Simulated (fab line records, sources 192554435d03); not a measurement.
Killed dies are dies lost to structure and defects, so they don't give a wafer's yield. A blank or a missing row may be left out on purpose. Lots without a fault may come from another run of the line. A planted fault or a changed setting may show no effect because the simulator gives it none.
fab line records | flow n5_finfet | part 2 of 2: steps 5 to 6 of 6
record lots=23 wafers=69 last_day=18
route steps=1938 shown BEOL_M5@1187 BEOL_M6@1209
lots that met no fault: from a run of the same line without faults
start_h: hours from the record's first day to the start of the lot's first wafer shown | wait_h: hours since the lot's step before | " the same as in the row above | L1.1+2: a row that stands for several wafers | - no value, or no start given | * or withheld: withheld | < > ~ a bound
route shown NAME@n: a module of which the file shows steps, and the number in the route of the first | usual: mean/standard deviation of fault-free wafers | same: alike in all rows | chamber/n: place in a boat | sites: the reading at each site | _std_site: their standard deviation | _edge_site: outer sites' mean less inner sites' | radius_mm: how far each site lies from the wafer's centre | mask NAME#n: copy n | behind: the tool/chamber that last shaped the wafer | hold: why the lot was held/for how many hours/how that ended | device: the transistor (n, p or np) that didn't switch | end of line: the same wafers' tests at the end of the route | a step without rows: its recipe alone | killed: dies lost to structure and defects at the first sort, not the wafer's yield | map: a wafer's dies, x killed, . not, _ none there
set.NAME: the setting as run; set.NAME@STEP: as run at that earlier step | model.NAME: the simulator's own value behind a step, which no gauge read
steps of the route over a sample of lots; a table a step, a row a wafer
services: from which hour (start_h, from the record's first day; less than 0 if before it) a tool's chamber was out of use, for how many hours, and why
## steps
# step N5_BEOL_M6_ETCH_65
# recipe chemistry=CF4 target=SiARC target_depth_a=156 mask_material=CAR-EUV time_s=26 ion_energy_ev=80 pressure_mtorr=40 source_w=545 bias_w=36 Ar_flow_sccm=100 cf4_flow_sccm=100 ends=cleared
# usual drypump_motor_current_A=5.9/0.48 etch_rf_on_time_s=26.3/0.8 oes_product_au=0.68/0.073 rf_vpp_V=184.4/1.2 showerhead_plenum_p_Torr=2.16/0.073 throttle_valve_pct=15.51/0.18
# columns lot.wafer tool chamber start_h wait_h drypump_motor_current_A etch_rf_on_time_s oes_product_au rf_hours_counter_h rf_vpp_V showerhead_plenum_p_Torr throttle_valve_pct
L074.1 rie_diel-02 0 192.48 0.0 5.8 26.3 0.61 183 184.8 2.04 15.47
L074.4 " 2 " " 5.9 25.7 0.59 242 183.4 2.13 15.83
L074.6 " 1 " " 6.3 26.6 0.71 - 185.4 2.18 15.55
L075.2 rie_diel-06 3 195.97 0.0 6.4 26.0 0.67 138 185.3 2.24 15.56
L075.3 " 1 " " 5.8 27.2 0.68 96 183.0 2.08 15.45
L075.6 " 3 " " 6.4 26.0 0.67 - 185.1 2.24 15.58
L076.1 rie_diel-04 2 221.91 0.0 6.0 25.8 0.70 93 186.1 2.25 15.60
L076.3 " 0 " " 5.9 27.0 0.72 56 185.3 2.23 15.59
L076.6 " 2 " " 6.0 25.8 0.70 - 184.8 2.25 15.59
L078.2 rie_diel-06 0 222.10 0.0 6.4 26.7 0.63 150 183.3 2.15 15.53
L078.3 " 2 " " 4.9 26.2 0.61 229 183.3 2.11 15.66
L078.5 " 3 " " 6.4 26.6 0.65 - 185.8 2.24 15.58
L081.1 rie_diel-06 0 227.78 0.0 6.4 26.6 0.62 152 183.6 2.15 15.54
L081.2 " 1 " " 5.8 27.5 0.66 108 184.1 2.07 15.46
L081.4 " 2 " " 4.9 26.1 0.61 231 185.8 2.11 15.66
L080.1 rie_diel-04 1 238.35 0.0 5.8 26.3 0.76 16 185.4 2.17 15.30
L080.3 " 2 " " 6.0 26.0 0.69 98 185.1 2.24 15.60
L080.5 " 2 " " 5.9 25.9 0.69 - 185.2 2.24 15.62
L077.2 rie_diel-06 0 238.71 0.0 6.4 26.6 0.63 156 183.4 2.15 15.53
L077.4 " 3 " " 6.4 26.3 0.65 153 184.5 2.23 15.59
L077.6 " 1 " " 5.8 27.7 0.66 - 181.7 2.07 15.47
L082.2 rie_diel-06 2 243.62 0.0 5.0 26.1 0.60 237 183.9 2.11 15.68
L082.3 " 0 " " 6.4 26.6 0.63 158 184.5 2.15 15.53
L082.4 " 3 " " 6.4 26.3 0.65 155 185.0 2.23 15.58
L083.1 rie_diel-04 3 243.67 0.0 5.9 24.5 0.83 11 184.5 2.29 15.08
L083.5 " 0 " " 5.9 26.5 0.72 - 184.8 2.23 15.59
L083.6 " 1 " " 5.8 25.8 0.77 - 185.1 2.17 15.30
L084.3 rie_diel-04 0 248.69 0.0 5.9 26.4 0.72 64 187.3 2.23 15.59
L084.4 " 2 " " 6.0 25.5 0.69 102 185.2 2.24 15.63
L084.6 " 2 " " 6.0 25.6 0.69 - 186.9 2.24 15.62
L085.1 rie_diel-06 1 260.85 0.0 5.8 27.3 0.65 121 183.0 2.07 15.47
L085.3 " 0 " " 6.4 26.7 0.62 165 182.9 2.15 15.55
L085.5 " 0 " " 6.4 26.3 0.62 - 184.2 2.15 15.55
L086.1 rie_diel-02 2 270.94 0.0 5.9 26.4 0.81 14 182.9 2.12 15.38
L086.3 " 3 " " 6.8 26.6 0.80 5 185.4 2.09 15.56
L086.6 " 2 " " 5.8 26.4 0.81 - 181.9 2.12 15.38
L087.2 rie_diel-06 1 271.35 0.0 5.7 27.5 0.64 125 182.7 2.07 15.48
L087.5 " 2 " " 4.9 26.7 0.60 - 184.0 2.11 15.70
L087.6 " 3 " " 6.4 26.6 0.64 - 184.3 2.23 15.61
L088.1 rie_diel-06 1 285.23 0.0 5.8 27.1 0.65 131 181.5 2.06 15.50
L088.4 " 0 " " 6.4 26.1 0.62 - 184.5 2.15 15.56
L088.5 " 3 " " 6.4 26.1 0.64 - 183.3 2.23 15.63
L091.2 rie_diel-04 0 289.59 0.0 5.9 27.0 0.69 78 185.2 2.22 15.64
L091.3 " 3 " " 5.8 24.5 0.79 29 186.3 2.28 15.10
L091.5 " 1 " " 5.8 26.3 0.73 - 185.2 2.17 15.32
L089.1 rie_diel-02 3 292.19 0.0 6.8 27.3 0.76 12 184.5 2.09 15.57
L089.4 " 2 " " 5.9 26.4 0.80 22 184.1 2.12 15.40
L089.6 " 3 " " 6.8 27.1 0.77 - 183.9 2.09 15.57
L090.3 rie_diel-06 1 302.27 0.0 5.8 27.0 0.64 138 181.9 2.06 15.51
L090.4 " 3 " " 6.4 26.2 0.64 179 184.1 2.23 15.64
L090.6 " 3 " " 6.4 26.2 0.64 - 185.7 2.23 15.63
L093.3 rie_diel-04 2 302.52 0.0 6.0 25.8 0.67 122 185.7 2.24 15.65
L093.5 " 1 " " 5.9 26.2 0.72 - 184.3 2.16 15.34
L093.6 " 0 " " 5.9 27.0 0.69 - 185.7 2.22 15.65
L092.1 rie_diel-04 3 306.73 0.0 5.8 24.7 0.78 34 186.9 2.28 15.10
L092.2 " 1 " " 5.8 26.5 0.73 39 184.8 2.16 15.34
L092.5 " 0 " " 5.9 26.7 0.69 - 184.5 2.22 15.63
L094.2 rie_diel-06 0 308.51 0.0 6.4 26.5 0.60 185 184.3 2.14 15.59
L094.3 " 2 " " 4.9 25.1 0.83 5 183.9 2.11 15.22
L094.6 " 2 " " 4.9 25.2 0.84 - 184.0 2.11 15.23
L095.2 rie_diel-04 3 329.29 0.0 5.8 24.2 0.77 42 186.0 2.28 15.14
L095.5 " 3 " " 5.8 24.1 0.78 - 184.1 2.28 15.14
L095.6 " 2 " " 6.0 25.9 0.66 - 185.7 2.23 15.67
L097.2 rie_diel-02 2 334.84 0.0 5.8 26.4 0.77 37 183.0 2.12 15.44
L097.3 " 0 " " 5.8 27.4 0.57 240 182.3 2.02 15.59
L097.6 " 0 " " 5.8 27.2 0.57 - 182.5 2.02 15.58
L096.4 rie_diel-06 1 334.95 0.0 5.7 27.2 0.64 150 183.3 2.06 15.53
L096.5 " 2 " " 4.9 25.1 0.81 - 182.8 2.10 15.24
L096.6 " 3 " " 6.4 26.7 0.62 - 184.8 2.22 15.65
# step N5_BEOL_M6_ETCH_66
# recipe chemistry=N2/H2 target=SOC target_depth_a=800 overetch_a=160 mask_material=SiARC temp_c=40 time_s=120 ion_energy_ev=200 pressure_mtorr=30 source_w=840 bias_w=150 n2_flow_sccm=200 h2_flow_sccm=200
# usual drypump_motor_current_A=5.9/0.48 oes_product_au=0.62/0.059 rf_vpp_V=524.6/2.6 showerhead_plenum_p_Torr=2.57/0.094 throttle_valve_pct=17.76/0.27
# columns lot.wafer tool chamber start_h wait_h drypump_motor_current_A oes_product_au rf_hours_counter_h rf_vpp_V showerhead_plenum_p_Torr throttle_valve_pct
L074.1 rie_diel-02 0 192.51 0.0 5.8 0.56 183 521.2 2.41 17.60
L074.4 " 2 " " 5.8 0.53 242 522.7 2.48 17.67
L074.6 " 1 " " 6.3 0.64 - 524.3 2.57 17.66
L075.2 rie_diel-06 3 195.99 0.0 6.4 0.60 138 528.3 2.66 17.88
L075.3 " 1 " " 5.8 0.61 96 522.5 2.46 17.64
L075.6 " 3 " " 6.4 0.60 - 526.2 2.66 17.88
L076.1 rie_diel-04 2 221.94 0.0 5.9 0.62 93 526.0 2.67 17.82
L076.3 " 0 " " 5.9 0.66 56 528.2 2.70 18.12
L076.6 " 2 " " 6.0 0.62 - 528.7 2.67 17.81
L078.2 rie_diel-06 0 222.13 0.0 6.4 0.57 150 524.1 2.56 17.81
L078.3 " 2 " " 5.0 0.55 229 522.3 2.52 18.06
L078.5 " 3 " " 6.4 0.59 - 527.5 2.66 17.90
L081.1 rie_diel-06 0 227.80 0.0 6.4 0.57 152 523.5 2.55 17.84
L081.2 " 1 " " 5.8 0.61 108 521.7 2.46 17.66
L081.4 " 2 " " 4.9 0.55 231 522.0 2.52 18.06
L080.1 rie_diel-04 1 238.38 0.0 5.8 0.69 16 525.8 2.60 17.54
L080.3 " 2 " " 6.0 0.61 98 527.1 2.67 17.84
L080.5 " 2 " " 6.0 0.61 - 526.9 2.67 17.82
L077.2 rie_diel-06 0 238.74 0.0 6.4 0.57 156 522.8 2.55 17.82
L077.4 " 3 " " 6.4 0.58 153 525.2 2.65 17.90
L077.6 " 1 " " 5.8 0.61 - 520.9 2.46 17.66
L082.2 rie_diel-06 2 243.65 0.0 4.9 0.55 238 522.7 2.52 18.08
L082.3 " 0 " " 6.4 0.57 158 523.7 2.55 17.82
L082.4 " 3 " " 6.4 0.59 155 526.5 2.65 17.92
L083.1 rie_diel-04 3 243.69 0.0 5.8 0.72 11 528.0 2.72 17.13
L083.5 " 0 " " 5.9 0.65 - 526.3 2.70 18.14
L083.6 " 1 " " 5.8 0.68 - 526.0 2.59 17.54
L084.3 rie_diel-04 0 248.72 0.0 5.9 0.65 64 528.1 2.70 18.14
L084.4 " 2 " " 6.0 0.62 102 527.9 2.66 17.83
L084.6 " 2 " " 5.9 0.60 - 527.1 2.66 17.83
L085.1 rie_diel-06 1 260.88 0.0 5.8 0.60 121 521.7 2.45 17.68
L085.3 " 0 " " 6.4 0.56 165 524.0 2.55 17.83
L085.5 " 0 " " 6.4 0.56 - 523.5 2.55 17.82
L086.1 rie_diel-02 2 270.97 0.0 5.9 0.73 14 523.4 2.47 17.30
L086.3 " 3 " " 6.8 0.72 5 522.2 2.48 17.75
L086.6 " 2 " " 5.9 0.73 - 522.7 2.47 17.30
L087.2 rie_diel-06 1 271.38 0.0 5.8 0.60 125 520.7 2.45 17.70
L087.5 " 2 " " 4.9 0.54 - 523.5 2.51 18.08
L087.6 " 3 " " 6.4 0.58 - 528.5 2.65 17.94
L088.1 rie_diel-06 1 285.26 0.0 5.8 0.60 131 521.0 2.45 17.71
L088.4 " 0 " " 6.4 0.56 - 523.7 2.54 17.84
L088.5 " 3 " " 6.4 0.57 - 526.0 2.64 17.93
L091.2 rie_diel-04 0 289.62 0.0 5.9 0.64 78 526.2 2.70 18.18
L091.3 " 3 " " 5.8 0.68 29 527.1 2.71 17.18
L091.5 " 1 " " 5.8 0.66 - 525.4 2.59 17.57
L089.1 rie_diel-02 3 292.22 0.0 6.8 0.70 12 523.1 2.48 17.74
L089.4 " 2 " " 5.9 0.72 22 520.9 2.47 17.30
L089.6 " 3 " " 6.8 0.70 - 521.9 2.48 17.77
L090.3 rie_diel-06 1 302.30 0.0 5.8 0.59 138 522.1 2.44 17.72
L090.4 " 3 " " 6.4 0.57 179 526.6 2.64 17.97
L090.6 " 3 " " 6.4 0.57 - 526.4 2.64 17.97
L093.3 rie_diel-04 2 302.55 0.0 6.0 0.60 122 526.2 2.65 17.86
L093.5 " 1 " " 5.8 0.65 - 526.0 2.59 17.57
L093.6 " 0 " " 5.9 0.63 - 528.3 2.69 18.17
L092.1 rie_diel-04 3 306.76 0.0 5.8 0.67 34 527.9 2.71 17.19
L092.2 " 1 " " 5.9 0.65 39 525.0 2.59 17.58
L092.5 " 0 " " 5.9 0.63 - 528.9 2.69 18.18
L094.2 rie_diel-06 0 308.54 0.0 6.4 0.55 185 522.4 2.54 17.85
L094.3 " 2 " " 4.9 0.74 5 523.5 2.51 17.68
L094.6 " 2 " " 4.9 0.73 - 522.0 2.51 17.69
L095.2 rie_diel-04 3 329.32 0.0 5.8 0.66 42 528.3 2.70 17.21
L095.5 " 3 " " 5.8 0.67 - 527.7 2.70 17.20
L095.6 " 2 " " 6.0 0.59 - 526.8 2.65 17.89
L097.2 rie_diel-02 2 334.87 0.0 5.8 0.70 37 522.8 2.46 17.32
L097.3 " 0 " " 5.8 0.53 240 518.8 2.39 17.69
L097.6 " 0 " " 5.8 0.53 - 520.0 2.39 17.69
L096.4 rie_diel-06 1 334.98 0.0 5.8 0.58 150 521.6 2.44 17.73
L096.5 " 2 " " 4.9 0.71 - 522.9 2.50 17.70
L096.6 " 3 " " 6.4 0.57 - 525.9 2.64 17.98
## services
# columns tool chamber start_h hours kind
rie_diel-04 3 188.31 - clean
rie_diel-04 3 188.31 - consumable_replace:focus_ring
rie_diel-04 3 188.31 - consumable_replace:showerhead
rie_diel-04 3 188.31 15.4 scheduled_down
rie_diel-04 3 188.31 15.4 vent_cycle
rie_diel-06 2 189.17 6.4 repair
rie_diel-06 - 195.09 0.2 repair
rie_diel-02 2 211.37 - clean
rie_diel-02 2 211.37 - consumable_replace:focus_ring
rie_diel-02 2 211.37 23.8 scheduled_down
rie_diel-02 2 211.37 23.8 vent_cycle
rie_diel-02 3 235.38 - clean
rie_diel-02 3 235.38 - consumable_replace:focus_ring
rie_diel-06 2 274.97 - clean
rie_diel-06 2 274.97 - consumable_replace:focus_ring
rie_diel-06 2 274.97 20.6 scheduled_down
rie_diel-06 2 274.97 20.6 vent_cycle
rie_diel-06 - 279.75 0.6 repair
